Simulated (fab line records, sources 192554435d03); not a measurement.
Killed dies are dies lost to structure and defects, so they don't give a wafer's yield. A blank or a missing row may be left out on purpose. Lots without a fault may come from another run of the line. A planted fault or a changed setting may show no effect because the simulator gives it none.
Split-lot experiment | flow n5_finfet | 7 lots, 21 wafers read, on a route of 1938 steps

THE SPLIT
At N5_BEOL_M5_TRENCH_ETCH_37 (etches SiCOH lowk in C4F6/O2, target depth 71.652 nm, time 24.7 s), the setting time_s was moved away from the recipe's 24.7 s on 5 of the 21 wafers read, by -11.8% to +17.7%. The other wafers ran this setting at the recipe's value.

FROM THE SPLIT TO THE READING: what the file shows between them, 13 steps
- N5_BEOL_M5_ETCH_41: etches SiCN in CH3F/O2, target depth 31.5 nm, time 56.7 s
- N5_BEOL_M5_STRIP_91: strips in N2/H2, time 10 s
- N5_BEOL_M5_OCD_MEAS_38
- N5_BEOL_M5_HM_STRIP_39: strips TiN in peroxide tin strip, target depth 25 nm, time 158 s
- N5_BEOL_M5_SRD_40: time 30 s
- N5_BEOL_M5_ECD_50: material Cu, target thk 300 nm
- N5_BEOL_M5_ANNEAL_51: time 90 s
- N5_BEOL_M5_CMP_52: polishes, stops on SiCOH lowk, t overpolish 6.9 s, target thk 62 nm
- N5_BEOL_M5_THK_MEAS_53: measures by xrf
- N5_BEOL_M5_PRE_CLEAN_77: time 15 s
- N5_BEOL_M5_CO_CAP_78: material Co, precursor CCTBA/H2, target thk 2 nm, time 102.1 s
- N5_BEOL_M5_PRE_CLEAN_55: time 15 s
- N5_BEOL_M5_DEP_56: deposits SiCN from 3MS/NH3, target thk 8 nm, time 14 s

THE READING
M5_RS, in ohm/sq, at N5_BEOL_M5_RS_MEAS_57 (measures by four-point-probe). Fault-free wafers of this fab line usually give 0.393 ohm/sq, standard deviation 0.012 ohm/sq.

wafer  | tool, chamber at the split | time_s as run, s | against the recipe | M5_RS, ohm/sq | against lot-mates on the recipe
L075.1 | rie_diel-01, 0             | 28.73            | +16.3%             | 0.327         | -0.079
L075.4 | rie_diel-01, 2             | 24.7             | recipe             | 0.401         | -
L075.5 | rie_diel-01, 2             | 24.7             | recipe             | 0.411         | -
L078.1 | rie_diel-05, 2             | 24.7             | recipe             | 0.415         | -
L078.2 | rie_diel-05, 3             | 24.7             | recipe             | 0.390         | -
L078.4 | rie_diel-05, 0             | 24.7             | recipe             | 0.393         | -
L084.2 | rie_diel-01, 0             | 29.07            | +17.7%             | 0.323         | -0.078
L084.3 | rie_diel-01, 1             | 24.7             | recipe             | 0.407         | -
L084.5 | rie_diel-01, 1             | 24.7             | recipe             | 0.396         | -
L085.2 | rie_diel-05, 3             | 24.7             | recipe             | 0.405         | -
L085.4 | rie_diel-05, 0             | 24.7             | recipe             | 0.389         | -
L085.6 | rie_diel-05, 1             | 24.7             | recipe             | 0.415         | -
L089.1 | rie_diel-01, 2             | 24.7             | recipe             | 0.395         | -
L089.4 | rie_diel-01, 3             | 24.7             | recipe             | 0.402         | -
L089.5 | rie_diel-01, 1             | 27.31            | +10.6%             | 0.324         | -0.075
L096.1 | rie_diel-01, 3             | 22.62            | -8.4%              | 0.433         | +0.033
L096.2 | rie_diel-01, 2             | 24.7             | recipe             | 0.404         | -
L096.3 | rie_diel-01, 0             | 24.7             | recipe             | 0.395         | -
L097.2 | rie_diel-05, 1             | 21.79            | -11.8%             | 0.478         | +0.085
L097.4 | rie_diel-05, 3             | 24.7             | recipe             | 0.388         | -
L097.6 | rie_diel-05, 3             | 24.7             | recipe             | 0.398         | -

THE FIT
A straight line over all 21 wafers: M5_RS changes by -0.00507 ohm/sq for each +1% of time_s; r = -0.95; the points scatter about the line by 0.011 ohm/sq.
The same after taking each lot's own level away (the mean of its wafers on the recipe; 21 wafers): -0.00529 ohm/sq for each +1%; r = -0.96; scatter 0.011 ohm/sq.
On that fit, the largest move of time_s shifts the reading by 0.094 ohm/sq.
The lots' own levels span 0.3930 to 0.4060 ohm/sq, that is 1.1 times the standard deviation above.
So the lot-to-lot level changes the slope little: the two slopes agree.
Check: with one of the wafers moved furthest among these (+17.7%) left out of the fit, the line predicts -0.101 ohm/sq for it against its lot-mates. It came out at -0.0785 ohm/sq against them.

THE WHOLE CHAIN: every reading that the file lists as answering this split, in the file's order
step                      | what it does                                                        | reading                                                                      | change (the file's fit)               | r (the file's)
N5_BEOL_M5_TRENCH_ETCH_37 | etches SiCOH lowk in C4F6/O2, target depth 71.652 nm, time 24.7 s   | BEOL_M5.feature_depth_nm (the simulator's own value, which no gauge read)    | +0.748 nm for each +1% of the setting | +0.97
N5_BEOL_M5_TRENCH_ETCH_37 | etches SiCOH lowk in C4F6/O2, target depth 71.652 nm, time 24.7 s   | etch.depth_nm (the simulator's own value, which no gauge read)               | +0.746 nm for each +1% of the setting | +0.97
N5_BEOL_M5_OCD_MEAS_38    |                                                                     | trench_depth_nm                                                              | +0.739 nm for each +1% of the setting | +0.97
N5_BEOL_M5_CMP_52         | polishes, stops on SiCOH lowk, t overpolish 6.9 s, target thk 62 nm | Cu_of_BEOL_M5_ECD_50.thk_nm (the simulator's own value, which no gauge read) | +0.73 nm for each +1% of the setting  | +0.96
N5_BEOL_M5_THK_MEAS_53    | measures by xrf                                                     | M5_THK                                                                       | +0.732 for each +1% of the setting    | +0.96
N5_BEOL_M5_RS_MEAS_57     | measures by four-point-probe                                        | M5_RS                                                                        | -0.00526 for each +1% of the setting  | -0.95

THE FILE'S OWN FIT
M5_RS changes by -0.00526 ohm/sq for each +1% of time_s, r = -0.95.
